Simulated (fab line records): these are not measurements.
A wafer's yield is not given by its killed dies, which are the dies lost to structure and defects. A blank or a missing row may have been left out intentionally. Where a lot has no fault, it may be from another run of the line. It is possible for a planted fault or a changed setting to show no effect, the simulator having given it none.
Matching of chambers    flow nandHarc    NHARC_A_STAIRCASE_ETCH_169 on rieDiel-11: 4 sister chambers
The step etches the open film in CH3F/O2, target depth 50 nm, time 107.1 s. 17 wafers are shown with their chamber, then 8 later ones without.

WAFERS, EACH WITH ITS CHAMBER
wafer   chamber  showerheadPlenumPTorr (Torr)  drypumpMotorCurrentA (A)  rfVppV (V)
L817.1  1        2.49                          5.83                      244.1
L817.2  0        2.49                          6.09                      245.2
L817.6  1        2.49                          5.83                      244.5
L819.1  2        2.57                          5.39                      246.7
L819.2  0        2.49                          6.09                      243.4
L819.5  0        2.49                          6.10                      244.1
L821.2  1        2.49                          5.84                      244.6
L821.3  2        2.57                          5.36                      247.0
L821.4  3        2.50                          5.48                      245.0
L820.1  1        2.49                          5.84                      245.1
L820.5  0        2.49                          6.08                      244.9
L820.6  3        2.50                          5.51                      245.6
L825.1  2        2.57                          5.40                      245.8
L825.2  0        2.48                          6.08                      244.4
L825.3  3        2.50                          5.51                      244.9
L826.1  2        2.57                          5.38                      246.7
L826.4  3        2.50                          5.48                      245.2

SIGNATURES (means of the wafers above)
reading                chamber 0  chamber 1  chamber 2  chamber 3  scatter within a chamber
showerheadPlenumPTorr  2.4880     2.4900     2.5700     2.5000     0.00248
drypumpMotorCurrentA   6.0880     5.8350     5.3825     5.4950     0.0129
rfVppV                 244.400    244.575    246.550    245.175    0.525
Rule: for a wafer and a chamber, the distance is found by dividing, reading by reading, the gap between the wafer's reading and the chamber's mean by the reading's scatter, squaring, summing and taking the root. The wafer belongs to the nearest chamber; if the next one is less than 2 further off, it can't be placed. The scatter is the square root of a quotient: the sum, over the shown wafers, of each reading's squared deviation from its chamber's mean, divided by wafers minus chambers.

WAFERS WITH NO CHAMBER GIVEN
wafer   showerheadPlenumPTorr (Torr)  drypumpMotorCurrentA (A)  rfVppV (V)
L826.6  2.50                          5.51                      245.5
L832.1  2.48                          5.83                      244.0
L832.2  2.49                          5.54                      245.0
L832.5  2.48                          5.84                      245.3
L830.1  2.56                          5.39                      246.4
L830.4  2.48                          5.87                      245.1
L836.5  2.49                          5.52                      244.2
L836.6  2.56                          5.38                      246.1

EACH ONE'S CHAMBER
wafer   from the rows above  in truth
L826.6  3                    3
L832.1  1                    1
L832.2  3                    3
L832.5  1                    1
L830.1  2                    2
L830.4  1                    1
L836.5  3                    3
L836.6  2                    2
Correctly placed: 8 of 8. Not placeable from these rows: 0. Wrongly placed: 0.
